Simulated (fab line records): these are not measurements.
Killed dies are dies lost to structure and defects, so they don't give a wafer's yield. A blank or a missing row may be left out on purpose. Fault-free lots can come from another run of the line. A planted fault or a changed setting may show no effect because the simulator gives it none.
Chamber matching || flow nand-harc || NHARC_A_WL_FILL_ALD_02 on ald-metal-02 has 4 sister chambers
The step deposits TiN, target thk 2 nm, pulse time 3 s, ald cycles 100. 4 wafers are shown with their chamber, then 9 later ones without.

WAFERS, EACH WITH ITS CHAMBER
{"wafer": "L086.4", "chamber": 0, "heater-power-w (W)": 1161}
{"wafer": "L089.3", "chamber": 3, "heater-power-w (W)": 986}
{"wafer": "L089.5", "chamber": 1, "heater-power-w (W)": 1241}
{"wafer": "L089.6", "chamber": 2, "heater-power-w (W)": 1163}

WAFERS WITH NO CHAMBER GIVEN
{"wafer": "L093.2", "heater-power-w (W)": 1197}
{"wafer": "L093.3", "heater-power-w (W)": 1015}
{"wafer": "L093.6", "heater-power-w (W)": 1008}
{"wafer": "L092.2", "heater-power-w (W)": 996}
{"wafer": "L092.5", "heater-power-w (W)": 1217}
{"wafer": "L092.6", "heater-power-w (W)": 1140}
{"wafer": "L097.1", "heater-power-w (W)": 996}
{"wafer": "L097.2", "heater-power-w (W)": 1189}
{"wafer": "L097.5", "heater-power-w (W)": 1001}

WHICH CHAMBER EACH WENT THROUGH
{"wafer": "L093.2", "from the rows above": "can't be placed: 2 or 0 or 1", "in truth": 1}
{"wafer": "L093.3", "from the rows above": 3, "in truth": 3}
{"wafer": "L093.6", "from the rows above": 3, "in truth": 3}
{"wafer": "L092.2", "from the rows above": 3, "in truth": 3}
{"wafer": "L092.5", "from the rows above": "can't be placed: 1 or 2 or 0", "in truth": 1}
{"wafer": "L092.6", "from the rows above": "can't be placed: 0 or 2", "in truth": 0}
{"wafer": "L097.1", "from the rows above": 3, "in truth": 3}
{"wafer": "L097.2", "from the rows above": "can't be placed: 2 or 0 or 1", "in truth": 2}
{"wafer": "L097.5", "from the rows above": 3, "in truth": 3}
Correct placement for 5 of the 9. Not placeable from these rows: 4 (in 4, the candidates include the true chamber). Placed wrongly: 0.
How it was worked out, from the rows above alone: a wafer's distance from a chamber is the root of the sum, over the readings, of the square of ((its reading less the chamber's mean) divided by the reading's scatter). The wafer belongs to the nearest chamber; if the next one is less than 2 further off, it can't be placed. The mean given for a chamber averages the wafers shown for that chamber. The scatter: with one shown wafer a chamber, the root of the mean of the squares of how far each hidden wafer lies from its nearest shown one.
